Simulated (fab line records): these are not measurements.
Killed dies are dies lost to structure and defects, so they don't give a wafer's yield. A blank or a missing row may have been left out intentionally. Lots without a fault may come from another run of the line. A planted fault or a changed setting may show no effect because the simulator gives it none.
Which tool was responsible? | flow nand harc | Sampling: 20 lots, 60 wafers, 6 of 1302 route steps

WHAT THE GAUGES READ, wafer by wafer
The record lacks any reading of a measuring or inspecting step that a usual standard deviation could be used to judge.

TOOL THAT RAN EACH LOT (tool first, then ch and the chambers of the sampled wafers, then the start)
lot  | NHARC_P_M1_PVD_20                       | NHARC_P_M2_STRIP_18                | NHARC_P_M2_DEGAS_29          | NHARC_P_BONDPAD_STRIP_15           | NHARC_A_ZERO_WELL_ETCH_19          | NHARC_A_CHANNEL_HOLE_D1_ETCH_21
L074 | pvd sputter-03, day 6 09:59 or earlier  | rie diel-10 ch 0,2, day 6 09:59    | pvd sputter-03, day 6 10:39  | rie diel-03 ch 0,2, day 6 14:26    | rie diel-01 ch 0,1, day 6 18:21    | har etch-02 ch 0,1, day 8 13:23
L075 | pvd sputter-02, day 6 17:47 or earlier  | rie diel-10 ch 0,1,2, day 6 17:47  | pvd sputter-01, day 6 18:23  | rie diel-09 ch 0,1, day 6 22:32    | rie diel-07 ch 1,2,3, day 7 02:06  | har etch-02 ch 0,1, day 8 19:32
L077 | pvd sputter-01, day 7 11:53 or earlier  | rie diel-13 ch 1,2,3, day 7 11:53  | pvd sputter-02, day 7 12:29  | rie diel-03 ch 0,2,3, day 7 16:27  | rie diel-07 ch 1,2, day 7 20:10    | har etch-01 ch 0,1, day 9 19:01
L078 | pvd sputter-01, day 7 22:29 or earlier  | rie diel-02 ch 1,3, day 7 22:29    | pvd sputter-01, day 7 23:09  | rie diel-09 ch 0,2,3, day 8 03:01  | rie diel-07 ch 0,2,3, day 8 06:36  | har etch-02 ch 0,1, day 9 22:49
L079 | pvd sputter-01, day 8 09:13 or earlier  | rie diel-02 ch 0,1, day 8 09:13    | pvd sputter-01, day 8 09:53  | rie diel-03 ch 2,3, day 8 13:57    | rie diel-07 ch 0,3, day 8 17:52    | har etch-01 ch 0,1, day 10 11:08
L080 | pvd sputter-03, day 9 01:26 or earlier  | rie diel-10 ch 0,1, day 9 01:26    | pvd sputter-01, day 9 02:04  | rie diel-12 ch 2,3, day 9 05:52    | rie diel-07 ch 0,1,2, day 9 10:04  | har etch-01 ch 0,1, day 11 04:35
L081 | pvd sputter-02, day 9 09:18 or earlier  | rie diel-13 ch 1,2,3, day 9 09:18  | pvd sputter-02, day 9 09:56  | rie diel-03 ch 0,2,3, day 9 13:58  | rie diel-07 ch 0,2,3, day 9 17:43  | har etch-01 ch 0,1, day 11 13:53
L082 | pvd sputter-02, day 9 16:59 or earlier  | rie diel-13 ch 1,2, day 9 16:59    | pvd sputter-03, day 9 17:38  | rie diel-12 ch 0,2,3, day 9 21:27  | rie diel-01 ch 0,2, day 10 01:09   | har etch-02 ch 0,1, day 11 17:26
L084 | pvd sputter-03, day 10 15:25 or earlier | rie diel-02 ch 0,1,3, day 10 15:25 | pvd sputter-02, day 10 16:02 | rie diel-09 ch 1,2,3, day 10 19:50 | rie diel-01 ch 0,1,2, day 10 23:32 | har etch-01 ch 0,1, day 12 17:49
L085 | pvd sputter-03, day 11 01:19 or earlier | rie diel-02 ch 0,2,3, day 11 01:19 | pvd sputter-03, day 11 01:57 | rie diel-12 ch 1,2,3, day 11 05:55 | rie diel-07 ch 1,2, day 11 09:40   | har etch-02 ch 0,1, day 13 01:50
L086 | pvd sputter-02, day 11 04:47 or earlier | rie diel-13 ch 2,3, day 11 04:47   | pvd sputter-01, day 11 05:25 | rie diel-09 ch 0,1, day 11 09:17   | rie diel-07 ch 0,2, day 11 13:02   | har etch-02 ch 0,1, day 13 10:08
L087 | pvd sputter-01, day 11 17:15 or earlier | rie diel-10 ch 0,1,3, day 11 17:15 | pvd sputter-02, day 11 17:52 | rie diel-12 ch 0,1,3, day 11 21:53 | rie diel-01 ch 1,2,3, day 12 01:26 | har etch-02 ch 0,1, day 13 17:22
L088 | pvd sputter-03, day 12 19:20 or earlier | rie diel-02 ch 1,3, day 12 19:20   | pvd sputter-02, day 12 19:58 | rie diel-12 ch 0,2,3, day 13 00:14 | rie diel-07 ch 0,1,3, day 13 04:01 | har etch-01 ch 0,1, day 14 23:01
L089 | pvd sputter-01, day 12 20:11 or earlier | rie diel-13 ch 0,2, day 12 20:11   | pvd sputter-01, day 12 20:53 | rie diel-09 ch 1,2, day 13 01:17   | rie diel-07 ch 0,1, day 13 05:02   | har etch-02 ch 0,1, day 14 22:31
L090 | pvd sputter-03, day 13 05:26 or earlier | rie diel-02 ch 1,2, day 13 05:26   | pvd sputter-01, day 13 06:04 | rie diel-12 ch 1,2,3, day 13 10:01 | rie diel-01 ch 1,2, day 13 13:35   | har etch-01 ch 0,1, day 15 05:58
L092 | pvd sputter-03, day 13 22:52 or earlier | rie diel-02 ch 1,2,3, day 13 22:52 | pvd sputter-01, day 13 23:27 | rie diel-12 ch 1,3, day 14 03:29   | rie diel-07 ch 1,2,3, day 14 07:12 | har etch-02 ch 0,1, day 16 08:16
L093 | pvd sputter-03, day 14 14:27 or earlier | rie diel-10 ch 0,1,3, day 14 14:27 | pvd sputter-02, day 14 15:05 | rie diel-03 ch 1,2,3, day 14 19:00 | rie diel-07 ch 0,1,2, day 14 22:35 | har etch-02 ch 0,1, day 16 18:36
L094 | pvd sputter-01, day 14 15:24 or earlier | rie diel-02 ch 1,2, day 14 15:24   | pvd sputter-03, day 14 16:02 | rie diel-09 ch 2,3, day 14 20:08   | rie diel-07 ch 0,2, day 14 23:57   | har etch-01 ch 0,1, day 16 17:55
L096 | pvd sputter-01, day 15 11:46 or earlier | rie diel-02 ch 1,2,3, day 15 11:46 | pvd sputter-02, day 15 12:47 | rie diel-03 ch 1,2, day 15 16:49   | rie diel-07 ch 1,2,3, day 15 20:37 | har etch-02 ch 0,1, day 17 15:43
L097 | pvd sputter-01, day 15 19:23 or earlier | rie diel-02 ch 1,2,3, day 15 19:23 | pvd sputter-02, day 15 20:04 | rie diel-03 ch 0,2, day 16 00:05   | rie diel-01 ch 0,2,3, day 16 03:49 | har etch-02 ch 0,1, day 17 23:39
- NHARC_P_M1_PVD_20: deposits TaN, target thk 5 nm, time 8.06 s.
- NHARC_P_M2_STRIP_18: strips in N2/H2.
- NHARC_P_M2_DEGAS_29: time 60 s.
- NHARC_P_BONDPAD_STRIP_15: strips in O2.
- NHARC_A_ZERO_WELL_ETCH_19: etches the open film in N2/H2, target depth 80 nm, overetch 24 nm, time 87.88 s.
- NHARC_A_CHANNEL_HOLE_D1_ETCH_21: etches the open film in C4F8/O2/Ar, time 514.3 s, target depth 1600 nm.

AS READ BY THE TOOLS THEMSELVES (means over the sampled wafers that have a number; for cases with no such wafer, the mark the record gives instead)
NHARC_P_M1_PVD_20. Usual: 30.8 % for throttle valve pct, sd 0.92.
lot  | tool           | throttle valve pct (%) | flag
L074 | pvd sputter-03 | 31.3                   |
L075 | pvd sputter-02 | 31.1                   |
L077 | pvd sputter-01 | 30.7                   |
L078 | pvd sputter-01 | 30.7                   |
L079 | pvd sputter-01 | 30.8                   |
L080 | pvd sputter-03 | 31.7                   |
L081 | pvd sputter-02 | 30.7                   |
L082 | pvd sputter-02 | 30.9                   |
L084 | pvd sputter-03 | 30.4                   |
L085 | pvd sputter-03 | 31.0                   |
L086 | pvd sputter-02 | 30.4                   |
L087 | pvd sputter-01 | 30.7                   |
L088 | pvd sputter-03 | 30.8                   |
L089 | pvd sputter-01 | 30.3                   |
L090 | pvd sputter-03 | 31.2                   |
L092 | pvd sputter-03 | 31.1                   |
L093 | pvd sputter-03 | 31.0                   |
L094 | pvd sputter-01 | 31.3                   |
L096 | pvd sputter-01 | 30.0                   |
L097 | pvd sputter-01 | 30.7                   |

NHARC_P_M2_STRIP_18. Usual: chamber pressure mTorr 30.001 mTorr, standard deviation 0.028; drypump motor current A 5.7 A, standard deviation 0.54; h2 flow sccm 150.0 sccm, standard deviation 0.47; oes product au 0.996 a.u., standard deviation 0.013; rf vpp V 90.7 V, standard deviation 1; showerhead plenum p Torr 2.05 Torr, standard deviation 0.094; throttle valve pct 14.171 %, standard deviation 0.0093.
lot  | tool        | chamber pressure mTorr (mTorr) | drypump motor current A (A) | h2 flow sccm (sccm) | oes product au (a.u.) | rf vpp V (V) | showerhead plenum p Torr (Torr) | throttle valve pct (%) | flag
L074 | rie diel-10 | 29.993                         | 5.5                         | 149.5               | 1.006                 | 89.6         | 2.08                            | 14.170                 |
L075 | rie diel-10 | 29.979                         | 5.9                         | 150.2               | 1.011                 | 90.5         | 2.06                            | 14.169                 |
L077 | rie diel-13 | 30.020                         | 5.4                         | 150.4               | 1.006                 | 90.3         | 2.12                            | 14.177                 |
L078 | rie diel-02 | 29.960                         | 5.3                         | 149.9               | 0.989                 | 90.3         | 1.95                            | 14.166                 |
L079 | rie diel-02 | 30.027                         | 6.0                         | 150.3               | 0.981                 | 91.3         | 1.97                            | 14.177                 |
L080 | rie diel-10 | 29.981                         | 5.6                         | 150.1               | 1.016                 | 90.9         | 2.14                            | 14.168                 |
L081 | rie diel-13 | 29.985                         | 5.4                         | 149.8               | 1.004                 | 91.7         | 2.12                            | 14.176                 |
L082 | rie diel-13 | 29.991                         | 5.5                         | 150.2               | 0.994                 | 91.4         | 2.13                            | 14.177                 |
L084 | rie diel-02 | 30.022                         | 5.7                         | 150.3               | 0.986                 | 89.8         | 1.96                            | 14.168                 |
L085 | rie diel-02 | 30.001                         | 6.1                         | 150.3               | 0.981                 | 90.6         | 2.02                            | 14.161                 |
L086 | rie diel-13 | 29.992                         | 5.2                         | 150.2               | 0.997                 | 91.5         | 2.12                            | 14.175                 |
L087 | rie diel-10 | 29.989                         | 5.8                         | 150.1               | 0.994                 | 90.6         | 2.12                            | 14.170                 |
L088 | rie diel-02 | 30.017                         | 5.1                         | 149.8               | 0.991                 | 90.5         | 1.97                            | 14.181                 |
L089 | rie diel-13 | 29.997                         | 5.9                         | 149.5               | 0.999                 | 90.3         | 2.03                            | 14.171                 |
L090 | rie diel-02 | 29.967                         | 5.3                         | 149.8               | 0.990                 | 90.5         | 2.05                            | 14.178                 |
L092 | rie diel-02 | 30.022                         | 5.5                         | 150.2               | 0.988                 | 90.5         | 2.03                            | 14.169                 |
L093 | rie diel-10 | 29.995                         | 5.8                         | 149.9               | 1.015                 | 89.7         | 2.11                            | 14.177                 |
L094 | rie diel-02 | 29.993                         | 5.4                         | 149.7               | 0.992                 | 90.6         | 2.05                            | 14.177                 |
L096 | rie diel-02 | 30.014                         | 5.5                         | 149.6               | 0.998                 | 90.2         | 2.03                            | 14.174                 |
L097 | rie diel-02 | 30.028                         | 5.5                         | 149.7               | 0.988                 | 90.7         | 2.03                            | 14.169                 |

NHARC_P_M2_DEGAS_29. Usual: 342 W for heater power w, sd 37.
lot  | tool           | heater power w (W) | flag
L074 | pvd sputter-03 | 335                |
L075 | pvd sputter-01 | 326                |
L077 | pvd sputter-02 | 329                |
L078 | pvd sputter-01 | 344                |
L079 | pvd sputter-01 | 337                |
L080 | pvd sputter-01 | 331                |
L081 | pvd sputter-02 | 353                |
L082 | pvd sputter-03 | 351                |
L084 | pvd sputter-02 | 335                |
L085 | pvd sputter-03 | 347                |
L086 | pvd sputter-01 | 334                |
L087 | pvd sputter-02 | 327                |
L088 | pvd sputter-02 | 365                |
L089 | pvd sputter-01 | 308                |
L090 | pvd sputter-01 | 331                |
L092 | pvd sputter-01 | 317                |
L093 | pvd sputter-02 | 366                |
L094 | pvd sputter-03 | 340                |
L096 | pvd sputter-02 | 367                |
L097 | pvd sputter-02 | 368                |

NHARC_P_BONDPAD_STRIP_15. Usual: chamber pressure mTorr 60.01 mTorr, standard deviation 0.057; drypump motor current A 6.0 A, standard deviation 0.37; oes product au 0.996 a.u., standard deviation 0.009; rf vpp V 57.8 V, standard deviation 0.9; showerhead plenum p Torr 3.53 Torr, standard deviation 0.13; throttle valve pct 17.037 %, standard deviation 0.0084.
lot  | tool        | chamber pressure mTorr (mTorr) | drypump motor current A (A) | oes product au (a.u.) | rf vpp V (V) | showerhead plenum p Torr (Torr) | throttle valve pct (%) | flag
L074 | rie diel-03 | 60.03                          | 6.0                         | 1.002                 | 57.6         | 3.50                            | 17.041                 |
L075 | rie diel-09 | 60.06                          | 6.3                         | 0.999                 | 57.4         | 3.55                            | 17.039                 |
L077 | rie diel-03 | 59.98                          | 5.8                         | 0.987                 | 58.2         | 3.43                            | 17.029                 |
L078 | rie diel-09 | 60.02                          | 6.3                         | 0.988                 | 56.8         | 3.47                            | 17.035                 |
L079 | rie diel-03 | 59.99                          | 5.9                         | 0.998                 | 58.6         | 3.39                            | 17.041                 |
L080 | rie diel-12 | 59.96                          | 5.6                         | 0.994                 | 58.3         | 3.57                            | 17.036                 |
L081 | rie diel-03 | 60.03                          | 5.8                         | 1.002                 | 57.9         | 3.43                            | 17.029                 |
L082 | rie diel-12 | 60.01                          | 5.7                         | 0.999                 | 57.2         | 3.60                            | 17.041                 |
L084 | rie diel-09 | 60.01                          | 6.2                         | 0.995                 | 57.3         | 3.54                            | 17.031                 |
L085 | rie diel-12 | 60.04                          | 5.8                         | 1.000                 | 58.0         | 3.62                            | 17.037                 |
L086 | rie diel-09 | 60.06                          | 6.3                         | 0.982                 | 57.2         | 3.47                            | 17.046                 |
L087 | rie diel-12 | 60.00                          | 5.9                         | 1.011                 | 58.3         | 3.65                            | 17.038                 |
L088 | rie diel-12 | 59.94                          | 5.7                         | 1.005                 | 58.6         | 3.60                            | 17.040                 |
L089 | rie diel-09 | 59.98                          | 6.2                         | 0.999                 | 58.5         | 3.61                            | 17.028                 |
L090 | rie diel-12 | 59.96                          | 5.8                         | 0.995                 | 57.3         | 3.62                            | 17.037                 |
L092 | rie diel-12 | 60.00                          | 6.0                         | 0.995                 | 58.1         | 3.67                            | 17.031                 |
L093 | rie diel-03 | 60.00                          | 5.9                         | 0.993                 | 58.5         | 3.47                            | 17.039                 |
L094 | rie diel-09 | 59.98                          | 6.2                         | 0.999                 | 57.3         | 3.53                            | 17.030                 |
L096 | rie diel-03 | 60.08                          | 6.0                         | 0.990                 | 57.1         | 3.55                            | 17.033                 |
L097 | rie diel-03 | 60.01                          | 5.6                         | 0.992                 | 58.0         | 3.47                            | 17.043                 |

NHARC_A_ZERO_WELL_ETCH_19. Usual: chamber pressure mTorr 30.007 mTorr, standard deviation 0.029; drypump motor current A 5.9 A, standard deviation 0.43; h2 flow sccm 150.0 sccm, standard deviation 0.44; oes product au 0.998 a.u., standard deviation 0.011; rf vpp V 430.3 V, standard deviation 2.6; showerhead plenum p Torr 2.03 Torr, standard deviation 0.093; throttle valve pct 14.174 %, standard deviation 0.0085.
lot  | tool        | chamber pressure mTorr (mTorr) | drypump motor current A (A) | h2 flow sccm (sccm) | oes product au (a.u.) | rf vpp V (V) | showerhead plenum p Torr (Torr) | throttle valve pct (%) | flag
L074 | rie diel-01 | 29.985                         | 5.7                         | 149.4               | 1.011                 | 427.0        | 1.93                            | 14.169                 |
L075 | rie diel-07 | 30.024                         | 6.1                         | 149.4               | 0.999                 | 432.3        | 2.09                            | 14.180                 |
L077 | rie diel-07 | 30.002                         | 6.2                         | 149.8               | 1.013                 | 432.9        | 2.14                            | 14.175                 |
L078 | rie diel-07 | 29.983                         | 5.9                         | 149.9               | 0.998                 | 431.2        | 2.07                            | 14.179                 |
L079 | rie diel-07 | 29.996                         | 5.8                         | 149.8               | 0.996                 | 429.6        | 2.00                            | 14.171                 |
L080 | rie diel-07 | 30.002                         | 6.0                         | 150.5               | 0.993                 | 431.3        | 2.06                            | 14.178                 |
L081 | rie diel-07 | 30.035                         | 5.9                         | 150.9               | 1.005                 | 431.4        | 2.07                            | 14.175                 |
L082 | rie diel-01 | 30.002                         | 5.7                         | 149.7               | 1.006                 | 429.2        | 1.98                            | 14.178                 |
L084 | rie diel-01 | 29.994                         | 5.3                         | 149.7               | 1.001                 | 427.4        | 1.96                            | 14.172                 |
L085 | rie diel-07 | 30.014                         | 6.2                         | 149.9               | 0.996                 | 431.8        | 2.08                            | 14.181                 |
L086 | rie diel-07 | 30.020                         | 5.8                         | 150.2               | 1.000                 | 431.0        | 2.04                            | 14.177                 |
L087 | rie diel-01 | 29.987                         | 5.4                         | 149.5               | 1.004                 | 428.0        | 1.97                            | 14.175                 |
L088 | rie diel-07 | 29.981                         | 5.9                         | 150.2               | 0.986                 | 430.2        | 2.01                            | 14.167                 |
L089 | rie diel-07 | 30.028                         | 5.9                         | 149.9               | 0.986                 | 429.2        | 1.98                            | 14.171                 |
L090 | rie diel-01 | 29.999                         | 5.0                         | 149.8               | 0.993                 | 429.2        | 2.01                            | 14.172                 |
L092 | rie diel-07 | 29.999                         | 6.1                         | 150.2               | 0.986                 | 431.0        | 2.09                            | 14.165                 |
L093 | rie diel-07 | 30.027                         | 6.0                         | 149.9               | 0.992                 | 431.4        | 2.06                            | 14.175                 |
L094 | rie diel-07 | 30.013                         | 5.8                         | 149.8               | 0.991                 | 430.8        | 2.04                            | 14.177                 |
L096 | rie diel-07 | 29.993                         | 6.1                         | 149.8               | 1.003                 | 431.7        | 2.09                            | 14.177                 |
L097 | rie diel-01 | 29.971                         | 5.8                         | 149.9               | 1.010                 | 428.6        | 1.98                            | 14.174                 |

NHARC_A_CHANNEL_HOLE_D1_ETCH_21. Usual: c4f8 flow sccm 89.29 sccm, standard deviation 0.24; chamber pressure mTorr 20.000 mTorr, standard deviation 0.019; drypump motor current A 5.3 A, standard deviation 0.48; showerhead plenum p Torr 3.70 Torr, standard deviation 0.067; throttle valve pct 32.154 %, standard deviation 0.0098.
lot  | tool        | c4f8 flow sccm (sccm) | chamber pressure mTorr (mTorr) | drypump motor current A (A) | showerhead plenum p Torr (Torr) | throttle valve pct (%) | flag
L074 | har etch-02 | 89.34                 | 19.987                         | 4.9                         | 3.70                            | 32.155                 |
L075 | har etch-02 | 89.27                 | 20.006                         | 4.9                         | 3.70                            | 32.152                 |
L077 | har etch-01 | 89.19                 | 20.006                         | 6.0                         | 3.71                            | 32.156                 |
L078 | har etch-02 | 89.43                 | 20.006                         | 4.9                         | 3.69                            | 32.142                 |
L079 | har etch-01 | 89.28                 | 20.008                         | 5.8                         | 3.71                            | 32.155                 |
L080 | har etch-01 | 89.03                 | 20.001                         | 5.8                         | 3.71                            | 32.156                 |
L081 | har etch-01 | 89.14                 | 20.018                         | 6.0                         | 3.69                            | 32.163                 |
L082 | har etch-02 | 89.28                 | 19.989                         | 5.0                         | 3.71                            | 32.156                 |
L084 | har etch-01 | 88.97                 | 20.007                         | 6.0                         | 3.68                            | 32.150                 |
L085 | har etch-02 | 89.45                 | 19.998                         | 4.9                         | 3.67                            | 32.151                 |
L086 | har etch-02 | 89.37                 | 20.013                         | 4.9                         | 3.66                            | 32.161                 |
L087 | har etch-02 | 89.11                 | 20.004                         | 4.9                         | 3.66                            | 32.164                 |
L088 | har etch-01 | 89.45                 | 20.011                         | 5.8                         | 3.68                            | 32.157                 |
L089 | har etch-02 | 89.55                 | 20.002                         | 5.1                         | 3.69                            | 32.155                 |
L090 | har etch-01 | 89.05                 | 19.994                         | 5.8                         | 3.67                            | 32.156                 |
L092 | har etch-02 | 89.38                 | 20.009                         | 4.9                         | 3.64                            | 32.152                 |
L093 | har etch-02 | 89.36                 | 19.998                         | 4.9                         | 3.64                            | 32.158                 |
L094 | har etch-01 | 89.21                 | 20.002                         | 6.0                         | 3.65                            | 32.157                 |
L096 | har etch-02 | 89.28                 | 20.009                         | 5.1                         | 3.78                            | 32.153                 |
L097 | har etch-02 | 89.42                 | 20.007                         | 5.0                         | 3.78                            | 32.153                 |

THE ANSWER, worked out from the rows above alone
Rule: a lot counts as off when the mean over its wafers that have a number is more than 3 standard deviations away from the usual mean. A lot without any number at a reading at which 4 lots or more have one is off too. Any other lot the step has rows for is counted as sound. Order of review: gauges by route order, followed by the tools' own readings, for which a lot's mean as printed above is used. The first step at which some lot is off is used, and at that step the reading that is off furthest; a lot without a number counts as furthest.
Nothing can be told from this: no lot is off at any reading shown.

WHAT HAD BEEN PUT IN BY THE SIMULATOR
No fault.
